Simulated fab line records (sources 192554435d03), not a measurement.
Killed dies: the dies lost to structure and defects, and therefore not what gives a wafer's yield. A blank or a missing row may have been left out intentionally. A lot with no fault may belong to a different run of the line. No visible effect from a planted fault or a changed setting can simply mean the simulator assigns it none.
fab line records    flow n5-finfet    part 2 of 2: steps 44 to 44 of 44
record lots=6  wafers=16  last-day=17
route steps=1938 shown SD_EPI_N@276 SD_EPI_P@295 MOL_CONTACT_COAG@537 PASSIVATION@1936
lots with no fault: from the same line, run without faults
start-h: the number of hours between the record's first day and the start of the first shown wafer of the lot    wait-h: hours elapsed since this lot's preceding step    " identical to the entry in the row above    L1.1+2: one row covering several wafers at once    - no value present, or no start provided    * or withheld: withheld    < > ~ a bound
route shown NAME@n: NAME is a module with steps in the file, n the number in the route of the first one    usual: average and standard deviation across the fault-free wafers    same: alike in all rows    chamber/n: place in a boat    sites: the reading at each site    _std_site: how widely they spread, as a standard deviation    _edge_site: inner sites' mean taken away from outer sites' mean    radius-mm: for every site, how far away it sits from the centre of the wafer    mask NAME#n: copy n    behind: the tool/chamber that last shaped the wafer    hold: why the lot was held/for how many hours/how that ended    device: which transistor (n, p or np) failed to switch    end of line: at the end of the route, the tests of the same wafers    a step with no rows: only its recipe    killed: dies that structure and defects cost at the first sort, which is not the same as the wafer's yield    map: per-die view of a wafer (x killed, . not killed, _ where there is no die)
set.NAME: setting as actually run; set.NAME@STEP: the setting as run at that earlier step    model.NAME: the simulator's own value behind a step, which no gauge read
lots seen at some steps along the route; tables by step, rows by wafer
services: the hour from which a tool's chamber was out of use, counted from the record's first day as start-h (under 0 if before that day), plus the number of hours and why
## steps
# step N5_PASSIVATION_PROBE_49
# usual killed_at_M0_to_M3=33/8.9  killed_at_M4_up=15/5.4  killed-at-contacts=13/5.8  killed-at-front-end=39/9.9  killed-at-other=3.2/2.9  killed-dies=102/15  killed-on-rim=13/3.7  killed-open=68/12  killed-short=34/7.6
# same gross-dies=1180  killed-at-back-side=0
lot.wafer  tool       chamber  start-h  wait-h  killed_at_M0_to_M3  killed_at_M4_up  killed-at-contacts  killed-at-front-end  killed-at-other  killed-dies  killed-on-rim  killed-open  killed-short
L151.2     prober-02  -        294.43   0.1     33                  10               13                  29                   2                87           11             65           22
L151.4     prober-02  -        294.53   0.2     22                  17               4                   43                   2                88           12             57           31
L151.6     prober-02  -        294.63   0.3     27                  19               4                   42                   1                93           15             61           32
L153.2     prober-02  -        306.18   0.1     19                  8                5                   29                   1                62           6              39           22
L153.3     prober-02  -        306.23   0.1     23                  7                8                   27                   3                68           9              43           25
L153.5     prober-02  -        306.33   0.2     26                  10               9                   36                   1                82           10             41           41
L158.5     prober-01  -        336.85   0.2     25                  18               6                   28                   9                86           8              51           34
L158.6     prober-01  -        336.90   0.3     31                  20               8                   44                   2                105          14             70           35
L160.5     prober-02  -        345.46   0.2     45                  13               3                   44                   4                109          13             66           40
L160.6     prober-02  -        345.51   0.3     32                  13               14                  66                   5                130          10             81           48
L170.3     prober-02  -        403.96   0.1     20                  7                12                  46                   1                86           14             59           27
L170.4     prober-02  -        404.01   0.2     35                  7                7                   30                   3                82           8              53           26
L170.6     prober-02  -        404.11   0.3     23                  10               13                  35                   2                83           14             47           36
L168.3     prober-01  -        405.68   0.1     37                  23               10                  52                   4                126          18             85           40
L168.5     prober-01  -        405.78   0.2     32                  23               14                  50                   0                119          20             79           40
L168.6     prober-01  -        405.83   0.3     35                  18               25                  32                   1                111          14             70           41
# killed by level:class
L151.2 MOL_CONTACT_COAG:geometric-particle:open=12 BEOL_M0_SAQP:geometric-particle:open=12 BEOL_M0_SAQP:geometric-particle:short=9 STI_FIN_REVEAL:geometric-particle:open=7 BEOL_M3:geometric-particle:open=6 ILD0:geometric-particle:open=5 FIN_SAQP:geometric-particle:open=4 FIN_SAQP:geometric-particle:short=4
L151.4 FIN_SAQP:geometric-particle:short=12 BEOL_M4:geometric-particle:open=7 STI_FIN_REVEAL:geometric-particle:open=6 DUMMY_GATE:geometric-particle:open=6 BEOL_M3:geometric-particle:open=6 FIN_SAQP:geometric-particle:open=5 BEOL_M0_SAQP:geometric-particle:open=5 BEOL_M0_SAQP:geometric-particle:short=5
L151.6 STI_FIN_REVEAL:geometric-particle:open=15 BEOL_M2:geometric-particle:open=9 BEOL_M0_SAQP:geometric-particle:short=7 BEOL_M4:geometric-particle:open=7 STI_FIN_REVEAL:geometric-particle:short=5 BEOL_M3:geometric-particle:open=5 FIN_SAQP:geometric-particle:short=4 ILD0:geometric-particle:short=4
L153.2 STI_FIN_REVEAL:geometric-particle:open=12 BEOL_M2:geometric-particle:open=6 GATE_CUT:geometric-particle:short=5 BEOL_M0_SAQP:geometric-particle:open=5 STI_FIN_REVEAL:geometric-particle:short=4 MOL_CONTACT_COAG:geometric-particle:open=4 FIN_SAQP:geometric-particle:short=3 BEOL_M4:geometric-particle:open=3
L153.3 STI_FIN_REVEAL:geometric-particle:open=7 MOL_CONTACT_COAG:geometric-particle:open=7 BEOL_M0_SAQP:geometric-particle:short=6 DUMMY_GATE:geometric-particle:open=5 BEOL_M2:geometric-particle:open=5 BEOL_M3:geometric-particle:open=5 BEOL_M0_SAQP:geometric-particle:open=4 FIN_SAQP:geometric-particle:short=3
L153.5 BEOL_M0_SAQP:geometric-particle:short=10 FIN_SAQP:geometric-particle:short=6 GATE_CUT:geometric-particle:short=6 MOL_CONTACT_COAG:geometric-particle:open=6 STI_FIN_REVEAL:geometric-particle:open=5 BEOL_M2:geometric-particle:open=5 FIN_SAQP:geometric-particle:open=4 BEOL_M0_SAQP:geometric-particle:open=4
L158.5 FIN_SAQP:geometric-particle:short=8 MOL_CONTACT_COAG:geometric-particle:open=6 BEOL_M4:geometric-particle:open=6 FIN_SAQP:geometric-particle:open=5 BEOL_M1:geometric-particle:open=5 BEOL_M5:geometric-particle:open=5 BEOL_M2:geometric-particle:open=4 BEOL_M0_SAQP:geometric-particle:open=4
L158.6 BEOL_M4:geometric-particle:open=12 DUMMY_GATE:geometric-particle:open=10 BEOL_M3:geometric-particle:open=9 FIN_SAQP:geometric-particle:short=7 GATE_CUT:geometric-particle:open=6 MOL_CONTACT_COAG:geometric-particle:open=6 BEOL_M2:geometric-particle:open=6 BEOL_M0_SAQP:geometric-particle:short=4
L160.5 FIN_SAQP:geometric-particle:short=13 BEOL_M2:geometric-particle:open=12 FIN_SAQP:geometric-particle:open=11 BEOL_M1:geometric-particle:open=10 STI_FIN_REVEAL:geometric-particle:open=7 BEOL_M0_SAQP:geometric-particle:open=7 BEOL_M0_SAQP:geometric-particle:short=5 GATE_CUT:geometric-particle:short=4
L160.6 FIN_SAQP:geometric-particle:short=21 FIN_SAQP:geometric-particle:open=16 MOL_CONTACT_COAG:geometric-particle:open=12 BEOL_M1:geometric-particle:open=10 STI_FIN_REVEAL:geometric-particle:open=9 GATE_CUT:geometric-particle:short=8 BEOL_M2:geometric-particle:open=6 BEOL_M0_SAQP:geometric-particle:open=6
L170.3 STI_FIN_REVEAL:geometric-particle:open=13 FIN_SAQP:geometric-particle:open=9 MOL_CONTACT_COAG:geometric-particle:open=9 STI_FIN_REVEAL:geometric-particle:short=6 FIN_SAQP:geometric-particle:short=5 BEOL_M0_SAQP:geometric-particle:short=5 BEOL_M1:geometric-particle:open=4 BEOL_M2:geometric-particle:open=4
L170.4 BEOL_M0_SAQP:geometric-particle:open=12 STI_FIN_REVEAL:geometric-particle:open=10 BEOL_M0_SAQP:geometric-particle:short=10 STI_FIN_REVEAL:geometric-particle:short=5 MOL_CONTACT_COAG:geometric-particle:open=5 BEOL_M3:geometric-particle:open=5 BEOL_M1:geometric-particle:open=4 BEOL_M4:geometric-particle:open=4
L170.6 FIN_SAQP:geometric-particle:short=12 MOL_CONTACT_COAG:geometric-particle:open=11 BEOL_M0_SAQP:geometric-particle:open=7 BEOL_M1:geometric-particle:open=7 GATE_CUT:geometric-particle:short=5 BEOL_M0_SAQP:geometric-particle:short=4 BEOL_M4:geometric-particle:open=4 FIN_SAQP:geometric-particle:open=3
L168.3 STI_FIN_REVEAL:geometric-particle:open=15 BEOL_M2:geometric-particle:open=13 DUMMY_GATE:geometric-particle:open=9 BEOL_M4:geometric-particle:short=9 MOL_CONTACT_COAG:geometric-particle:open=8 BEOL_M4:geometric-particle:open=6 BEOL_M1:geometric-particle:open=5 BEOL_M0:geometric-particle:open=5
L168.5 BEOL_M4:geometric-particle:open=14 FIN_SAQP:geometric-particle:short=11 MOL_CONTACT_COAG:geometric-particle:open=11 BEOL_M1:geometric-particle:open=11 GATE_CUT:geometric-particle:short=9 STI_FIN_REVEAL:geometric-particle:open=7 ILD0:geometric-particle:open=7 BEOL_M3:geometric-particle:open=7
L168.6 MOL_CONTACT_COAG:geometric-particle:open=18 BEOL_M0_SAQP:geometric-particle:short=11 MOL_CONTACT_COAG:geometric-particle:short=7 BEOL_M1:geometric-particle:open=6 BEOL_M0:geometric-particle:open=6 STI_FIN_REVEAL:geometric-particle:open=5 BEOL_M4:geometric-particle:open=5 STARTING-WAFER:geometric-particle:short=5
## services
tool             chamber  start-h  hours  kind
epi-rpcvd-02     -        69.97    0.5    pm
rie-si-02        3        70.82    6.4    repair
ald-sin-04       -        73.66    6.1    pm
ald-sin-02       3        84.38    4.8    repair
ald-sin-03       -        87.07    14.0   pm
rie-diel-05      0        106.62   15.8   repair
rie-diel-04      1        107.47   3.4    repair
rie-si-06        -        108.43   0.6    repair
ald-sin-02       3        122.06   3.6    repair
rie-diel-01      0        123.95   6.4    repair
ald-sin-02       -        134.01   14.6   pm
ald-sin-03       1        141.84   10.6   repair
plasma-asher-01  -        142.48   15.6   pm
epi-rpcvd-01     -        142.96   2.8    pm
ald-sin-03       -        144.84   14.6   pm
ald-sin-02       -        148.61   6.1    pm
ald-sin-03       -        167.85   0.5    repair
plasma-asher-02  -        169.97   4.1    repair
rie-si-05        0        181.00   14.2   repair
epi-rpcvd-03     -        206.53   6.0    pm
rie-si-06        -        221.06   2.8    pm
plasma-asher-01  -        223.51   2.8    pm
rie-si-05        -        225.19   0.2    repair
rie-si-05        0        226.69   3.4    repair
